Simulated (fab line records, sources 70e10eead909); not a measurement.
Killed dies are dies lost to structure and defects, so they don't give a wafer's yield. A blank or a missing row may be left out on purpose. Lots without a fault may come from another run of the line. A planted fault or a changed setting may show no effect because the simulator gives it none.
A struck lot beside a sound one | flow nand_harc | 25 steps out of a route of 1302
Sound: wafers L818.1, L818.2, L818.4. Struck: wafers L830.2, L830.3, L830.4. The cause comes at the end.
At each step with rows: each side's tool, then ch and its chambers, then its first start. Under that, the readings that differ: sound wafers | struck wafers | difference of the means | sigmas: that difference in standard deviations of wafers without a fault.
alike: readings whose means differ by less than 2 such deviations, and words and numbers that are the same on both sides. not compared: withheld readings, readings that some wafer has no value for, bounds like >300 that may hide the same value, and numbers for which the record gives no deviation and whose values overlap.
The two part at a step that has a row with sigmas, a row that says differs or no value, or rows on one side only. Numbers that don't overlap but have no deviation are shown without sigmas and don't part them. A reading that every wafer of one side lacks parts them only if that side has two wafers or more.

first, 5 steps without rows for these wafers: NHARC_A_SLIT_SOFTBAKE_04 (time 55 s); NHARC_A_SLIT_EBR_05; NHARC_A_SLIT_EXPOSE_06 (exposes mask SLIT); NHARC_A_SLIT_PEB_07 (peb time 65 s); NHARC_A_SLIT_DEVELOP_08 (develop time 35 s).
NHARC_A_SLIT_CD_MEAS_09: target cd 300 nm.
  sound on cd_sem-03 ch 0, day 19 11:55; struck on cd_sem-03 ch 0, day 24 12:20
  alike: cd_nm
NHARC_A_SLIT_OVL_MEAS_10:
  sound on overlay-02, day 19 12:01; struck on overlay-02, day 24 12:25
  alike: overlay_x_nm, overlay_y_nm
NHARC_A_SLIT_INSPECT_11:
  sound on defect_inspect-02, day 19 12:02; struck on defect_inspect-02, day 24 12:28
  reading          | sound       | struck  | difference | sigmas
  raw_defect_count | 131 130 108 | 12 9 17 | -110       | -4
NHARC_A_SLIT_DESCUM_14: chemistry O2, time 3 s.
  sound on rie_diel-13 ch 0,1,3, day 19 12:06; struck on rie_diel-13 ch 0,1,3, day 24 12:31
  reading                | sound       | struck      | difference | sigmas
  rf_hours_counter_h (h) | 6.4 5.9 5.5 | 3.5 2.9 3.4 | -2.7       |
  alike: drypump_motor_current_A, oes_product_au, rf_vpp_V, showerhead_plenum_p_Torr, throttle_valve_pct
then, 1 step without rows for these wafers: NHARC_A_SLIT_ETCH_24 (etches the open film in CF4/CHF3, target depth 121 nm, time 60.5 s).
NHARC_A_SLIT_ETCH_15: etches the open film in O2/COS, target depth 6200 nm, time 1612 s.
  sound on rie_diel-13 ch 0,1,2; struck on rie_diel-13 ch 0,1,3
  reading                | sound       | struck      | difference | sigmas
  rf_hours_counter_h (h) | 7.8 6.2 6.7 | 3.8 3.2 3.6 | -3.4       |
  alike: bias_w, drypump_motor_current_A, oes_product_au, rf_vpp_V, showerhead_plenum_p_Torr, throttle_valve_pct
NHARC_A_SLIT_ETCH_17: etches the open film in C4F8/O2/Ar, time 4254.5 s, target depth 20300 nm.
  sound on har_etch-01 ch 0,1, day 19 13:22; struck on har_etch-02 ch 0,1, day 24 16:27
  alike: drypump_motor_current_A, he_backside_leak_sccm, showerhead_plenum_p_Torr, throttle_valve_pct
  not compared: rf_hours_counter_h
NHARC_A_SLIT_ETCH_26: etches the open film in C4F8/O2/Ar, time 90 s, target depth 400 nm.
  sound on har_etch-01 ch 0,1, day 19 17:01; struck on har_etch-02 ch 0,1, day 24 19:29
  alike: drypump_motor_current_A, he_backside_leak_sccm, showerhead_plenum_p_Torr, throttle_valve_pct
  not compared: rf_hours_counter_h
then, 1 step without rows for these wafers: NHARC_A_SLIT_STRIP_28 (strips in O2/COS).
NHARC_A_SLIT_ETCH_29: etches the open film in CF4/O2, target depth 100 nm, overetch 10 nm, time 55 s.
  sound on rie_diel-13 ch 0,1, day 19 17:55; struck on rie_diel-13 ch 0,1,2, day 24 20:20
  alike: bias_w, drypump_motor_current_A, oes_product_au, rf_vpp_V, showerhead_plenum_p_Torr, throttle_valve_pct
  not compared: rf_hours_counter_h
then, 3 steps without rows for these wafers: NHARC_A_SLIT_STRIP_18 (strips in O2); NHARC_A_SLIT_PRECLEAN_19 (cleans in SC1); NHARC_A_SLIT_SRD_20.
NHARC_A_SLIT_CD_MEAS_21:
  sound on cd_sem-02, day 19 18:33; struck on cd_sem-02, day 24 20:52
  alike: cd_nm
then, 3 steps without rows for these wafers: NHARC_A_SIN_REMOVE_WET_00 (chemistry H3PO4, time 15300 s); NHARC_A_SIN_REMOVE_PRECLEAN_01 (cleans in SC1); NHARC_A_SIN_REMOVE_SRD_02.
NHARC_A_SIN_REMOVE_INSPECT_04:
  sound on defect_inspect-01, day 20 01:10; struck on defect_inspect-01, day 25 03:27
  reading          | sound       | struck        | difference | sigmas
  raw_defect_count | 364 459 355 | 1027 1034 987 | +623       | +7
NHARC_A_WL_FILL_ALD_00: deposits Al2O3, target thk 3 nm, pulse time 3 s, ald cycles 30.
  sound on ald_hk-03 ch 0,1,3, day 20 01:15; struck on ald_hk-03 ch 0,2,3, day 25 03:32
  alike: heater_power_w, precursor_pulse_height_rel
-- the record jumps here: 4 days lie between the struck wafers' starts before and after (it left off in module A_WL_FILL and takes up again in module END, whose first step shown is number 1302 of the route) --
NHARC_END_SORT_01:
  the record has rows for the struck wafers here (prober-01 ch 0, day 29 03:38) and none for the sound ones

WHERE THEY PART
First at NHARC_A_SLIT_INSPECT_11; last, within this record, at NHARC_END_SORT_01.

WHY: what the simulator had put in
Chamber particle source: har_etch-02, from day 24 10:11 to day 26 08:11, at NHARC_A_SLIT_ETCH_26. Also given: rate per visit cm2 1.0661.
